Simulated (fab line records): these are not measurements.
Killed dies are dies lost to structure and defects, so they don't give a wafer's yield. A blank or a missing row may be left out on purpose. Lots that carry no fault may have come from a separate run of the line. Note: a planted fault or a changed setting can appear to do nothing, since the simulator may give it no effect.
Chamber matching || flow n5 finfet || N5_BEOL_M5_PECVD_70 on pecvd-03: 3 sister chambers
The step deposits SiO2 from TEOS/O2, target thk 16 nm, time 18 s. 6 wafers are shown with their chamber, then 10 later ones without.

WAFERS, EACH WITH ITS CHAMBER
{"wafer": "L088.2", "chamber": 2, "throttle valve pct (%)": 21.5, "showerhead plenum p Torr (Torr)": 8.71}
{"wafer": "L087.1", "chamber": 0, "throttle valve pct (%)": 22.6, "showerhead plenum p Torr (Torr)": 8.79}
{"wafer": "L087.3", "chamber": 1, "throttle valve pct (%)": 25.0, "showerhead plenum p Torr (Torr)": 8.82}
{"wafer": "L087.5", "chamber": 1, "throttle valve pct (%)": 24.9, "showerhead plenum p Torr (Torr)": 8.81}
{"wafer": "L090.1", "chamber": 2, "throttle valve pct (%)": 21.2, "showerhead plenum p Torr (Torr)": 8.74}
{"wafer": "L090.3", "chamber": 0, "throttle valve pct (%)": 22.7, "showerhead plenum p Torr (Torr)": 8.80}

WAFERS WHOSE CHAMBER IS MISSING
{"wafer": "L090.4", "throttle valve pct (%)": 22.7, "showerhead plenum p Torr (Torr)": 8.78}
{"wafer": "L092.4", "throttle valve pct (%)": 21.4, "showerhead plenum p Torr (Torr)": 8.74}
{"wafer": "L092.5", "throttle valve pct (%)": 25.2, "showerhead plenum p Torr (Torr)": 8.82}
{"wafer": "L092.6", "throttle valve pct (%)": 21.3, "showerhead plenum p Torr (Torr)": 8.73}
{"wafer": "L097.2", "throttle valve pct (%)": 25.1, "showerhead plenum p Torr (Torr)": 8.82}
{"wafer": "L097.3", "throttle valve pct (%)": 22.5, "showerhead plenum p Torr (Torr)": 8.79}
{"wafer": "L097.5", "throttle valve pct (%)": 22.5, "showerhead plenum p Torr (Torr)": 8.79}
{"wafer": "L095.2", "throttle valve pct (%)": 25.0, "showerhead plenum p Torr (Torr)": 8.80}
{"wafer": "L095.3", "throttle valve pct (%)": 21.1, "showerhead plenum p Torr (Torr)": 8.71}
{"wafer": "L095.6", "throttle valve pct (%)": 22.5, "showerhead plenum p Torr (Torr)": 8.78}

CHAMBER TAKEN BY EACH
{"wafer": "L090.4", "from the rows above": 0, "in truth": 0}
{"wafer": "L092.4", "from the rows above": 2, "in truth": 2}
{"wafer": "L092.5", "from the rows above": 1, "in truth": 1}
{"wafer": "L092.6", "from the rows above": 2, "in truth": 2}
{"wafer": "L097.2", "from the rows above": 1, "in truth": 1}
{"wafer": "L097.3", "from the rows above": 0, "in truth": 0}
{"wafer": "L097.5", "from the rows above": 0, "in truth": 0}
{"wafer": "L095.2", "from the rows above": 1, "in truth": 1}
{"wafer": "L095.3", "from the rows above": 2, "in truth": 2}
{"wafer": "L095.6", "from the rows above": 0, "in truth": 0}
10 of 10 placed correctly. From these rows, 0 cannot be placed. 0 placed wrongly.
How it was worked out, from the rows above alone: a wafer's distance from a chamber is the root of the sum, over the readings, of the square of ((its reading less the chamber's mean) divided by the reading's scatter). If the next closest chamber is less than 2 further off than the closest, the wafer can't be placed; otherwise it belongs to the closest. A chamber's mean is the mean of its shown wafers. The scatter: take each reading less its chamber's mean, square it, sum over the shown wafers, divide by the number of wafers less the number of chambers, and take the root.
